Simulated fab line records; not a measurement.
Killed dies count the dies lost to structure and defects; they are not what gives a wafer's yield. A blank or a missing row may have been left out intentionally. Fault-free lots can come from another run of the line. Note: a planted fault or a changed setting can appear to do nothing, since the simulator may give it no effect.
fab line records	flow n5_finfet
record: lots: 11	wafers: 33	last_day: 17
route steps=1938 shown ZERO_LAYER@19 WELL_APT@28 BEOL_M4@1111 PASSIVATION@1936
lots that met no fault: from a run of the same line without faults
start_h: hours from the record's first day to the start of the lot's first wafer shown	wait_h: hours since the lot's step before	" repeats the value in the row above	L1.1+2: one row covering several wafers at once	- either no value or no given start	* or withheld: withheld	< > ~ a bound
route shown NAME@n: a module of which the file shows steps, and the number in the route of the first	usual: the fault-free wafers' mean and standard deviation	same: alike in all rows	chamber/n: place in a boat	sites: readings site by site	_std_site: standard deviation of those values	_edge_site: outer sites' mean less inner sites'	radius_mm: for every site, how far away it sits from the centre of the wafer	mask NAME#n: copy n	behind: the last tool/chamber to shape the wafer	hold: why the lot went on hold/how many hours it stayed there/how the hold came to an end	device: which transistor (n, p or np) failed to switch	end of line: the same wafers' tests at the end of the route	a step given without rows: its recipe and nothing more	killed: the dies lost at the first sort to structure and to defects; this is not the yield of the wafer	map: the dies of a wafer, with x for killed, . for not killed, _ for no die there
set.NAME: the setting that was run; set.NAME@STEP: the one run at that earlier step	model.NAME: the simulator's own value behind a step, which no gauge read
a sample of lots followed through the steps of the route, with each step as a table and each wafer as a row
services: from which hour (start_h, from the record's first day; less than 0 if before it) a tool's chamber was out of use, for how many hours, and why
== steps ==
step: N5_ZERO_LAYER_INSPECT_20
recipe: inspect_instrument: darkfield	mode: post_clean
usual: raw_defect_count: 34/14
lot.wafer	tool	chamber	start_h	wait_h	raw_defect_count
L162.3	defect_inspect-02	-	13.38	0.0	46
L162.4	"	-	"	"	33
L162.6	"	-	"	"	28
L164.1	defect_inspect-02	-	25.25	0.0	24
L164.4	"	-	"	"	21
L164.6	"	-	"	"	20
L166.2	defect_inspect-01	-	37.61	0.0	29
L166.3	"	-	"	"	18
L166.6	"	-	"	"	50
L169.3	defect_inspect-02	-	55.95	0.0	33
L169.5	"	-	"	"	34
L169.6	"	-	"	"	27
L170.2	defect_inspect-02	-	61.28	0.0	51
L170.4	"	-	"	"	30
L170.5	"	-	"	"	44
L172.1	defect_inspect-01	-	73.39	0.0	37
L172.4	"	-	"	"	39
L172.6	"	-	"	"	42
L179.1	defect_inspect-02	-	115.38	0.0	33
L179.2	"	-	"	"	45
L179.4	"	-	"	"	38
L180.1	defect_inspect-01	-	121.56	0.0	24
L180.2	"	-	"	"	27
L180.3	"	-	"	"	26
L181.1	defect_inspect-01	-	127.59	0.0	19
L181.3	"	-	"	"	26
L181.4	"	-	"	"	40
L182.3	defect_inspect-02	-	133.94	0.0	39
L182.4	"	-	"	"	56
L182.6	"	-	"	"	47
L183.2	defect_inspect-02	-	139.44	0.0	32
L183.5	"	-	"	"	44
L183.6	"	-	"	"	32
step: N5_WELL_APT_CD_MEAS_08
recipe: target_cd_nm: 200	landing_energy_ev: 500	detector: se_inlens
usual: cd_nm: 199.9/2.1
lot.wafer	tool	chamber	start_h	wait_h	cd_nm
L162.3	cd_sem-02	0	13.68	-	198.4
L162.4	"	0	"	"	200.2
L162.6	"	0	"	"	199.0
L164.1	cd_sem-03	0	25.68	-	199.4
L164.4	"	0	"	"	202.2
L164.6	"	0	"	"	199.9
L166.2	cd_sem-01	0	38.04	-	202.0
L166.3	"	0	"	"	203.6
L166.6	"	0	"	"	202.6
L169.3	cd_sem-03	0	56.26	-	199.2
L169.5	"	0	"	"	196.8
L169.6	"	0	"	"	200.1
L170.2	cd_sem-01	0	61.71	-	201.0
L170.4	"	0	"	"	199.7
L170.5	"	0	"	"	200.8
L172.1	cd_sem-03	0	73.69	-	197.7
L172.4	"	0	"	"	199.8
L172.6	"	0	"	"	200.0
L179.1	cd_sem-03	0	115.69	-	198.4
L179.2	"	0	"	"	198.1
L179.4	"	0	"	"	197.6
L180.1	cd_sem-01	0	121.87	-	200.5
L180.2	"	0	"	"	200.2
L180.3	"	0	"	"	203.6
L181.1	cd_sem-03	0	128.02	-	202.8
L181.3	"	0	"	"	201.8
L181.4	"	0	"	"	197.9
L182.3	cd_sem-03	0	134.24	-	200.3
L182.4	"	0	"	"	197.9
L182.6	"	0	"	"	197.8
L183.2	cd_sem-01	0	139.74	-	202.0
L183.5	"	0	"	"	199.3
L183.6	"	0	"	"	201.2
step: N5_WELL_APT_IMPLANT_14
recipe: species: P	energy_kev: 160	dose_cm2: 1.5e+13	tilt_deg: 0	rotation_deg: 0
usual: dose_ions_cm2: 1.4998e+13/1.5e+10	faraday_current_uA: 190/3.9	tilt_deg: 0.001/0.02
lot.wafer	tool	chamber	start_h	wait_h	dose_ions_cm2	faraday_current_uA	tilt_deg
L162.3	implanter-02	0	13.93	0.1	1.4992e+13	188	-0.004
L162.4	"	0	"	"	1.4996e+13	189	0.026
L162.6	"	0	"	"	1.5009e+13	193	0.003
L164.1	implanter-02	0	25.87	0.1	1.4996e+13	193	0.000
L164.4	"	0	"	"	1.4994e+13	182	0.015
L164.6	"	0	"	"	1.4997e+13	195	0.026
L166.2	implanter-01	0	38.26	0.1	1.501e+13	188	-0.013
L166.3	"	0	"	"	1.4998e+13	192	-0.011
L166.6	"	0	"	"	1.5007e+13	193	-0.037
L169.3	implanter-01	0	56.50	0.1	1.5011e+13	194	-0.009
L169.5	"	0	"	"	1.5007e+13	191	-0.008
L169.6	"	0	"	"	1.5003e+13	193	0.010
L170.2	implanter-02	0	61.92	0.1	1.5027e+13	191	0.016
L170.4	"	0	"	"	1.4988e+13	182	0.017
L170.5	"	0	"	"	1.4999e+13	190	-0.002
L172.1	implanter-01	0	73.88	0.1	1.5024e+13	196	-0.009
L172.4	"	0	"	"	1.5023e+13	195	-0.034
L172.6	"	0	"	"	1.4987e+13	185	-0.006
L179.1	implanter-02	0	115.87	0.1	6.323e+12	82	-0.006
L179.2	"	0	"	"	6.319e+12	84	-0.007
L179.4	"	0	"	"	6.303e+12	80	0.000
L180.1	implanter-02	0	122.05	0.1	6.326e+12	81	-0.023
L180.2	"	0	"	"	6.315e+12	81	0.033
L180.3	"	0	"	"	6.287e+12	79	-0.010
L181.1	implanter-01	0	128.21	0.1	1.5018e+13	186	0.007
L181.3	"	0	"	"	1.501e+13	191	0.010
L181.4	"	0	"	"	1.503e+13	192	0.021
L182.3	implanter-01	0	134.48	0.1	1.4997e+13	185	0.026
L182.4	"	0	"	"	1.5011e+13	188	0.007
L182.6	"	0	"	"	1.501e+13	189	0.020
L183.2	implanter-01	0	139.96	0.1	1.5013e+13	186	0.001
L183.5	"	0	"	"	1.5033e+13	187	-0.016
L183.6	"	0	"	"	1.4995e+13	195	-0.008
step: N5_WELL_APT_INSPECT_27
recipe: mode: adi	inspect_instrument: macro
usual: raw_defect_count: 2.1/1.5
lot.wafer	tool	chamber	start_h	wait_h	raw_defect_count
L162.3	defect_inspect-02	-	14.98	0.0	4
L162.4	"	-	"	"	1
L162.6	"	-	"	"	3
L164.1	defect_inspect-02	-	26.86	0.0	3
L164.4	"	-	"	"	2
L164.6	"	-	"	"	3
L166.2	defect_inspect-01	-	39.34	0.0	3
L166.3	"	-	"	"	1
L166.6	"	-	"	"	1
L169.3	defect_inspect-01	-	57.56	0.0	3
L169.5	"	-	"	"	6
L169.6	"	-	"	"	7
L170.2	defect_inspect-02	-	63.01	0.0	0
L170.4	"	-	"	"	1
L170.5	"	-	"	"	3
L172.1	defect_inspect-02	-	75.00	0.0	3
L172.4	"	-	"	"	0
L172.6	"	-	"	"	1
L179.1	defect_inspect-02	-	116.86	0.0	3
L179.2	"	-	"	"	2
L179.4	"	-	"	"	2
L180.1	defect_inspect-01	-	123.06	0.0	1
L180.2	"	-	"	"	1
L180.3	"	-	"	"	1
L181.1	defect_inspect-02	-	129.22	0.0	3
L181.3	"	-	"	"	0
L181.4	"	-	"	"	4
L182.3	defect_inspect-02	-	135.54	0.0	2
L182.4	"	-	"	"	3
L182.6	"	-	"	"	4
L183.2	defect_inspect-02	-	141.04	0.0	3
L183.5	"	-	"	"	2
L183.6	"	-	"	"	4
step: N5_BEOL_M4_RC_MEAS_101
usual: DIBL_N: 36.0/2.5	DIBL_P: 36.2/3	IOFF_N: 0.16/0.044	IOFF_P: 0.21/0.049	ION_N: 671/15	ION_P: 461/8.7	RS_NWELL: 1035/6.8	SS_N: 71.5/0.72	SS_P: 73.4/0.9	VT_N: 251/4.4	VT_P: -250/4
lot.wafer	tool	chamber	start_h	wait_h	DIBL_N[mV/V]	DIBL_P[mV/V]	IOFF_N[nA/um]	IOFF_P[nA/um]	ION_N[uA/um]	ION_P[uA/um]	RS_NWELL[ohm/sq]	SS_N[mV/dec]	SS_P[mV/dec]	VT_N[mV]	VT_P[mV]
L162.3	prober-01	0	180.36	0.3	34.7	33.8	0.13	0.20	653	456	1037	71.5	72.0	255	-250
L162.4	"	0	"	"	36.7	36.3	0.16	0.24	672	469	1037	71.4	73.8	249	-243
L162.6	"	0	"	"	33.9	32.7	0.12	0.19	667	468	1035	71.0	72.1	252	-246
L164.1	prober-01	0	189.85	0.8	39.1	39.3	0.23	0.27	683	463	1039	73.2	74.2	247	-246
L164.4	"	0	"	"	36.2	36.5	0.17	0.23	688	468	1044	71.3	73.4	248	-248
L164.6	"	0	"	"	35.8	34.4	0.16	0.20	659	451	1046	71.9	73.2	249	-248
L166.2	prober-01	0	215.59	0.2	37.4	38.6	0.19	0.24	694	470	1029	72.2	73.8	249	-247
L166.3	"	0	"	"	38.0	39.2	0.19	0.25	670	454	1029	72.3	73.3	250	-252
L166.6	"	0	"	"	38.5	39.4	0.20	0.24	678	457	1037	72.9	74.5	249	-251
L170.2	prober-01	0	222.69	0.2	34.1	32.0	0.11	0.14	661	453	1039	70.8	72.9	259	-259
L170.4	"	0	"	"	36.0	35.3	0.13	0.16	658	450	1040	71.4	73.9	255	-258
L170.5	"	0	"	"	37.1	37.1	0.15	0.20	654	455	1028	72.1	74.2	251	-254
L169.3	prober-02	0	223.87	0.3	37.0	36.6	0.16	0.20	669	457	1020	72.0	73.2	254	-252
L169.5	"	0	"	"	36.0	35.6	0.14	0.19	663	460	1032	71.0	72.6	255	-251
L169.6	"	0	"	"	39.7	40.1	0.21	0.26	700	473	1034	72.0	74.0	246	-249
L172.1	prober-02	0	244.31	0.0	35.8	35.0	0.13	0.19	662	459	1028	71.5	73.2	253	-253
L172.4	"	0	"	"	38.2	37.5	0.17	0.22	672	463	1051	72.1	73.5	249	-247
L172.6	"	0	"	"	35.3	33.7	0.13	0.18	662	464	1039	71.2	72.7	252	-252
L180.1	prober-01	0	285.81	0.0	35.9	37.7	0.18	0.26	676	469	1695	71.0	73.7	248	-244
L180.2	"	0	"	"	34.4	35.8	0.14	0.22	655	460	1702	70.9	73.8	255	-248
L180.3	"	0	"	"	36.0	37.3	0.18	0.24	677	469	1692	72.3	73.8	248	-247
L181.1	prober-01	0	286.74	0.4	33.0	31.1	0.10	0.15	653	454	1036	71.0	71.9	258	-255
L181.3	"	0	"	"	32.5	31.6	0.10	0.15	643	447	1035	70.5	72.3	259	-253
L181.4	"	0	"	"	35.2	35.9	0.14	0.21	668	456	1032	71.3	73.8	250	-251
L179.1	prober-02	0	301.68	0.0	36.5	36.2	0.14	0.20	670	456	1713	71.0	73.2	250	-254
L179.2	"	0	"	"	40.5	40.6	0.22	0.27	674	460	1719	72.4	74.5	246	-248
L179.4	"	0	"	"	36.9	37.0	0.14	0.22	665	464	1708	71.9	74.0	253	-250
L182.3	prober-02	0	306.95	0.3	36.2	37.6	0.16	0.25	674	477	1035	71.6	73.7	250	-247
L182.4	"	0	"	"	33.7	33.4	0.11	0.17	657	453	1034	71.6	72.2	256	-254
L182.6	"	0	"	"	39.4	39.8	0.22	0.28	694	471	1030	73.2	73.9	243	-246
L183.2	prober-01	0	309.42	0.6	36.4	36.3	0.17	0.25	678	473	1033	72.1	73.6	251	-248
L183.5	"	0	"	"	39.7	40.5	0.26	0.34	698	475	1034	72.2	74.3	242	-244
L183.6	"	0	"	"	34.3	32.5	0.13	0.18	672	460	1027	70.5	72.5	251	-249
step: N5_PASSIVATION_PROBE_49
usual: defect_limited_yield: 91.7/1.4	killed_at_M0_to_M3: 31/11	killed_at_M4_up: 13/4.6	killed_at_contacts: 13/6.7	killed_at_front_end: 39/9.6	killed_at_other: 3.5/2.8	killed_dies: 98/16	killed_on_rim: 13/4.2	killed_open: 64/11	killed_short: 33/8.5	sort_bin_5_function: 4.9/0.96	sort_bin_6_memory: 3.1/0.59	sort_bin_8_speed: 0.2/1.3	sort_n_pass: 1080/23	sort_yield_pct: 91.5/1.9
same: gross_dies: 1180	killed_at_back_side: 0	sort_bin_4_leakage[%]: 0
lot.wafer	tool	chamber	start_h	wait_h	defect_limited_yield[%]	killed_at_M0_to_M3	killed_at_M4_up	killed_at_contacts	killed_at_front_end	killed_at_other	killed_dies	killed_on_rim	killed_open	killed_short	sort_bin_5_function[%]	sort_bin_6_memory[%]	sort_bin_8_speed[%]	sort_n_pass	sort_yield_pct[%]
L166.2	prober-01	-	319.20	0.1	91.0	34	18	9	38	7	106	8	77	29	5.5	3.3	0	1074	91.0
L166.3	prober-01	-	319.25	0.1	92.2	21	7	19	41	4	92	7	69	23	4.6	3.1	0	1088	92.2
L166.6	prober-01	-	319.40	0.3	91.4	27	11	11	45	7	101	9	68	33	4.7	3.4	0	1079	91.4
L179.1	prober-01	-	409.27	0.0	90.8	35	14	10	49	1	109	10	76	33	5.7	3.4	0	1071	90.8
L179.2	prober-01	-	409.32	0.1	92.1	33	9	11	32	8	93	12	53	38	4.0	3.7	0	1087	92.1
L179.4	prober-01	-	409.42	0.2	87.9	57	13	17	54	2	143	26	90	52	6.3	5.4	0	1037	87.9
killed by level:class
L166.2 STI_FIN_REVEAL:geometric_particle:open=9 BEOL_M3:geometric_particle:open=9 BEOL_M4:geometric_particle:open=9 MOL_CONTACT_COAG:geometric_particle:open=8 BEOL_M1:geometric_particle:open=8 FIN_SAQP:geometric_particle:open=7 GATE_CUT:geometric_particle:short=7 DUMMY_GATE:geometric_particle:open=4
L166.3 MOL_CONTACT_COAG:geometric_particle:open=18 GATE_CUT:geometric_particle:short=9 DUMMY_GATE:geometric_particle:open=7 STI_FIN_REVEAL:geometric_particle:open=6 FIN_SAQP:geometric_particle:open=5 BEOL_M0:geometric_particle:open=5 STARTING-WAFER:geometric_particle:open=5 BEOL_M1:geometric_particle:open=4
L166.6 STI_FIN_REVEAL:geometric_particle:open=16 MOL_CONTACT_COAG:geometric_particle:open=10 BEOL_M0_SAQP:geometric_particle:open=9 BEOL_M0_SAQP:geometric_particle:short=8 GATE_CUT:geometric_particle:open=7 FIN_SAQP:geometric_particle:short=5 FIN_SAQP:geometric_particle:open=4 BEOL_M0:geometric_particle:open=4
L179.1 STI_FIN_REVEAL:geometric_particle:open=13 MOL_CONTACT_COAG:geometric_particle:open=8 BEOL_M3:geometric_particle:open=8 BEOL_M1:geometric_particle:open=7 FIN_SAQP:geometric_particle:open=6 FIN_SAQP:geometric_particle:short=5 BEOL_M0_SAQP:geometric_particle:open=5 BEOL_M5:geometric_particle:open=5
L179.2 FIN_SAQP:geometric_particle:short=15 BEOL_M3:geometric_particle:open=8 MOL_CONTACT_COAG:geometric_particle:open=8 BEOL_M0_SAQP:geometric_particle:open=7 BEOL_M0_SAQP:geometric_particle:short=6 FIN_SAQP:geometric_particle:open=5 DUMMY_GATE:geometric_particle:open=3 MOL_CONTACT_COAG:geometric_particle:short=3
L179.4 BEOL_M0_SAQP:geometric_particle:short=16 BEOL_M0_SAQP:geometric_particle:open=15 FIN_SAQP:geometric_particle:open=14 MOL_CONTACT_COAG:geometric_particle:open=14 FIN_SAQP:geometric_particle:short=12 DUMMY_GATE:geometric_particle:open=8 BEOL_M3:geometric_particle:open=8 STI_FIN_REVEAL:geometric_particle:open=7
== services ==
tool	chamber	start_h	hours	kind
implanter-02	-	21.34	3.3	repair
implanter-02	-	71.26	5.4	pm
== key ==
first_sign: step: N5_WELL_APT_IMPLANT_14	reading: dose_ions_cm2	direction: down	sigmas: 99+	usual: 1.4998e+13	struck: 6.312e+12
effect: step: N5_WELL_APT_IMPLANT_14	reading: faraday_current_uA	direction: down	sigmas: 28	usual: 190	struck: 81
effect: step: N5_BEOL_M4_RC_MEAS_101	reading: RS_NWELL	direction: up	sigmas: 98	usual: 1035	struck: 1705
met_at N5_WELL_APT_IMPLANT_14
struck_lots L179,L180
not_acting_at N5_ZERO_LAYER_INSPECT_20,N5_WELL_APT_CD_MEAS_08,N5_WELL_APT_INSPECT_27
onset_between 61.92 115.87
fault: kind: process_parameter_drift	tool: implanter-02	chamber: -	onset_h: 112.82	steps: N5_WELL_APT_IMPLANT_14	channel: dose_cm2	offset: -8.6793e+12	shape: step	end_h: 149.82	acts_in: these_recipes_only	stated: 1.5e+13
